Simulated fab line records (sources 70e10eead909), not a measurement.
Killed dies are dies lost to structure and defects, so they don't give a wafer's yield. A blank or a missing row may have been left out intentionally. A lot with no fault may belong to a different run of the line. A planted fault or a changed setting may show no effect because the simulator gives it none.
Chamber matching    flow nand-harc    rie-diel-05 running NHARC_A_SLIT_DESCUM_14: 4 sister chambers
The step chemistry O2, time 3 s. 8 wafers are shown with their chamber, then 7 later ones without.

== EACH WAFER AND ITS CHAMBER ==
wafer   chamber  rf-vpp-V (V)  throttle-valve-pct (%)
L891.3  1        58.2          11.308
L891.4  2        58.4          11.305
L894.2  0        58.1          11.310
L895.2  0        57.1          11.299
L895.3  1        58.4          11.301
L895.6  3        57.9          11.316
L900.1  3        58.0          11.310
L900.4  2        60.3          11.307

== WAFERS WITH NO CHAMBER GIVEN ==
wafer   rf-vpp-V (V)  throttle-valve-pct (%)
L900.6  58.3          11.306
L901.2  56.9          11.299
L901.3  57.5          11.317
L901.6  57.9          11.297
L905.1  58.2          11.304
L905.4  57.6          11.322
L905.6  56.9          11.299

== WHICH CHAMBER EACH ONE RAN IN ==
wafer   from the rows above                in truth
L900.6  can't be placed: 1 or 0 or 2 or 3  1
L901.2  can't be placed: 0 or 1 or 3       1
L901.3  can't be placed: 3 or 0 or 1       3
L901.6  can't be placed: 0 or 1 or 2 or 3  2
L905.1  can't be placed: 1 or 0 or 2 or 3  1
L905.4  can't be placed: 3 or 0 or 1       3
L905.6  can't be placed: 0 or 1 or 3       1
0 of 7 placed correctly. Can't be placed from these rows: 7 (the true chamber is among the candidates in 7). Number placed wrongly: 0.
How it was worked out, from the rows above alone: a wafer's distance from a chamber is the root of the sum, over the readings, of the square of ((its reading less the chamber's mean) divided by the reading's scatter). The wafer belongs to the nearest chamber; if the next one is less than 2 further off, it can't be placed. The mean given for a chamber averages the wafers shown for that chamber. How the scatter is found: for the shown wafers, subtract from each reading the mean of its chamber, square and add these, divide the total by (wafers less chambers), then take the root.
